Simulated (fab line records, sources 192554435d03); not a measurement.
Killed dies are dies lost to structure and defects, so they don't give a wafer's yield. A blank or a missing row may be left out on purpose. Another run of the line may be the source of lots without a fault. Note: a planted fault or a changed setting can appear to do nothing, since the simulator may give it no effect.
Struck lot and sound lot, side by side -- flow n5 finfet -- 37 steps out of a route of 1938
Sound: wafers L568.1, L568.3, L568.4. Struck: wafers L572.3, L572.4, L572.5. The cause comes at the end.
At each step with rows: each side's tool, then ch and its chambers, then its first start. Under that, the readings that differ: sound wafers -- struck wafers -- difference of the means -- sigmas: that difference in standard deviations of wafers without a fault.
alike: words and numbers the same on both sides, and readings whose means are apart by under 2 such deviations; not compared: readings that were withheld, readings missing a value for some wafer, numbers with overlapping values and no deviation given by the record, and bounds like >300 which may hide the same value.
A row with sigmas, a row that says differs or no value, or rows on one side alone: a step with any of these is where the two part. Numbers that have no deviation but don't overlap get no sigmas and don't part them. A reading missing from all wafers of one side parts the sides only when that side holds two or more wafers.

first, 11 steps without rows for these wafers: N5_BEOL_M13_ETCH_59 (etches BARC in N2/H2, target depth 89 nm, overetch 26.7 nm, time 67.9 s); N5_BEOL_M13_VIA_ETCH_16 (etches SiOC in C4F8/O2/Ar, target depth 921.7 nm); N5_BEOL_M13_STRIP_63 (strips in N2/H2); N5_BEOL_M13_STRIP_64 (strips in N2/H2); N5_BEOL_M13_STRIP_71 (strips in post etch residue remover, time 60 s); N5_BEOL_M13_SRD_72 (time 30 s, dry time 30 s); N5_BEOL_M13_COAT_65 (time 60 s, resist thk 350 nm); N5_BEOL_M13_COAT_66 (time 60 s, resist thk 110 nm); N5_BEOL_M13_COAT_22 (resist thk 300 nm); N5_BEOL_M13_EBR_24; N5_BEOL_M13_SOFTBAKE_23 (time 60 s).
N5_BEOL_M13_EXPOSE_25: exposes mask M13, target cd 210 nm.
  sound on krf scanner-01 ch 0, day 14 20:37; struck on krf scanner-01 ch 0, day 16 00:34
reading,sound,struck,difference,sigmas
exposure dose mJ cm2,21.982 21.944 21.977,20.529 20.507 20.537,-1.443,-60
  alike: mask
then, 3 steps without rows for these wafers: N5_BEOL_M13_PEB_26 (peb time 90 s); N5_BEOL_M13_DEVELOP_27 (develop time 45 s); N5_BEOL_M13_HARDBAKE_32 (time 120 s).
N5_BEOL_M13_CD_MEAS_28: target cd 209.5 nm.
  sound on cd sem-03 ch 0, day 14 20:47; struck on cd sem-01 ch 0, day 16 00:44
reading,sound,struck,difference,sigmas
cd nm (nm),209.8 209.1 210.0,200.4 201.0 203.4,-8.0,-7
N5_BEOL_M13_DESCUM_33: chemistry O2, time 7.9 s.
  sound on rie diel-06 ch 0,1,3, day 14 20:53; struck on rie diel-01 ch 1,3, day 16 00:49
reading,sound,struck,difference,sigmas
model.BEOL_M13.cd nm (nm),209.4 209.2 209.8,200.8 201.2 203.6,-7.6,
  alike: chamber pressure mTorr, drypump motor current A, oes product au, rf vpp V, showerhead plenum p Torr, throttle valve pct
  not compared: rf hours counter h
then, 6 steps without rows for these wafers: N5_BEOL_M13_ETCH_67 (etches SiARC in CF4, target depth 143 nm, time 238.3 s); N5_BEOL_M13_ETCH_68 (etches SOC in N2/H2, time 355 s); N5_BEOL_M13_STRIP_69 (strips in N2/H2); N5_BEOL_M13_TRENCH_ETCH_34 (etches SiOC in C4F8/O2/Ar, target depth 413.47 nm, time 162.6 s); N5_BEOL_M13_STRIP_70 (strips in C4F8/O2/Ar); N5_BEOL_M13_STRIP_37 (strips in N2/H2).
N5_BEOL_M13_ETCH_38: etches SiCN in CF4/N2, target depth 67.5 nm, time 71.9 s.
  sound on rie diel-06 ch 0,1,3, day 15 02:00; struck on rie diel-04 ch 0,2, day 16 02:32
reading,sound,struck,difference,sigmas
model.BEOL_M13.cd nm (nm),210.8 208.8 211,199.8 200.6 202.8,-9.1,
  alike: chamber pressure mTorr, drypump motor current A, oes product au, rf vpp V, showerhead plenum p Torr, throttle valve pct
  not compared: rf hours counter h
then, 12 steps without rows for these wafers: N5_BEOL_M13_PRECLEAN_39 (cleans in residue remover, time 60 s); N5_BEOL_M13_SRD_40 (time 30 s, dry time 30 s); N5_BEOL_M13_DEGAS_41 (time 60 s); N5_BEOL_M13_PRE_CLEAN_42 (time 30 s); N5_BEOL_M13_SPUTTER_43 (material TaN, target thk 15 nm, time 24.19 s); N5_BEOL_M13_SPUTTER_44 (material Ta, target thk 10 nm, time 16.13 s); N5_BEOL_M13_SPUTTER_45 (material Cu, target thk 80 nm, time 13.33 s); N5_BEOL_M13_ECD_47 (material Cu, target thk 936 nm); N5_BEOL_M13_ANNEAL_48 (time 90 s); N5_BEOL_M13_CMP_49 (polishes, stops on SiOC, t overpolish 17.1 s, target thk 420 nm); N5_BEOL_M13_PRE_CLEAN_52 (time 15 s); N5_BEOL_M13_DEP_53 (deposits SiCN from 3MS/NH3, target thk 50 nm, time 17.8 s).
N5_BEOL_M15_RC_MEAS_101:
  sound on prober-01 ch 0, day 16 03:05; struck on prober-01 ch 0, day 16 17:21
reading,sound,struck,difference,sigmas
SERP_M13 (ohm/um),0.307 0.310 0.303,0.337 0.324 0.328,+0.023,+4
SERP_M13_max_site (ohm/um),0.310 0.313 0.306,0.341 0.330 0.334,+0.025,+4
  alike: etest temp c, COMB_M10, COMB_M11, COMB_M12, COMB_M12_max_site, COMB_M13, COMB_M14, COMB_M15, COMB_M5, COMB_M5_max_site, COMB_M6, COMB_M7, COMB_M8, COMB_M9, SERP_M10, SERP_M11, SERP_M12, SERP_M14, SERP_M5, SERP_M6, SERP_M7, SERP_M8, SERP_M9

WHERE THEY PART
Earliest at N5_BEOL_M13_EXPOSE_25; latest, in this record, at N5_BEOL_M15_RC_MEAS_101.

WHY: the cause the simulator had injected
Process parameter drift: krf scanner-01, from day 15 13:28 on, at N5_BEOL_M13_EXPOSE_25. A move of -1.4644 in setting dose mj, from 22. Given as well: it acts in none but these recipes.
